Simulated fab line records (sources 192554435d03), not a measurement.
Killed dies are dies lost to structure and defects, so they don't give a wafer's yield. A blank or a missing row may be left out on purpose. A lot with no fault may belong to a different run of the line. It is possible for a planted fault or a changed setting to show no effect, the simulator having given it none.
Chamber matching | flow n5Finfet | N5_GATE_CUT_SAC_CAP_01 on aldSin-03: 4 sister chambers
The step material SiNx, target thk 24 nm, pulse time 1 s, ald cycles 480. 4 wafers are shown with their chamber, then 12 later ones without.

## EACH WAFER AND ITS CHAMBER
wafer  | chamber | heaterPowerW (W)
L082.3 | 2       | 926
L084.1 | 0       | 736
L084.2 | 1       | 674
L084.5 | 3       | 1037

## WAFERS WITHOUT THEIR CHAMBER
wafer  | heaterPowerW (W)
L089.1 | 702
L089.2 | 749
L089.5 | 1052
L094.1 | 1026
L094.2 | 710
L094.4 | 955
L095.2 | 748
L095.5 | 1062
L095.6 | 950
L096.1 | 740
L096.2 | 1039
L096.3 | 730

## THE CHAMBER EACH PASSED THROUGH
wafer  | from the rows above     | in truth
L089.1 | can't be placed: 1 or 0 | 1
L089.2 | 0                       | 0
L089.5 | 3                       | 3
L094.1 | 3                       | 3
L094.2 | can't be placed: 0 or 1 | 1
L094.4 | 2                       | 2
L095.2 | 0                       | 0
L095.5 | 3                       | 3
L095.6 | 2                       | 2
L096.1 | 0                       | 0
L096.2 | 3                       | 3
L096.3 | 0                       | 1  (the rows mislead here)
Placed correctly: 9 of 12. Not placeable from these rows: 2 (in 2, the candidates include the true chamber). 1 placed wrongly.
How it was worked out, from the rows above alone: a wafer's distance from a chamber is the root of the sum, over the readings, of the square of ((its reading less the chamber's mean) divided by the reading's scatter). The wafer belongs to the nearest chamber; if the next one is less than 2 further off, it can't be placed. For every chamber, the mean is computed from those of its wafers that are shown. The scatter (one wafer shown for each chamber): square how far every hidden wafer sits from the nearest shown wafer, average those squares and take the square root.
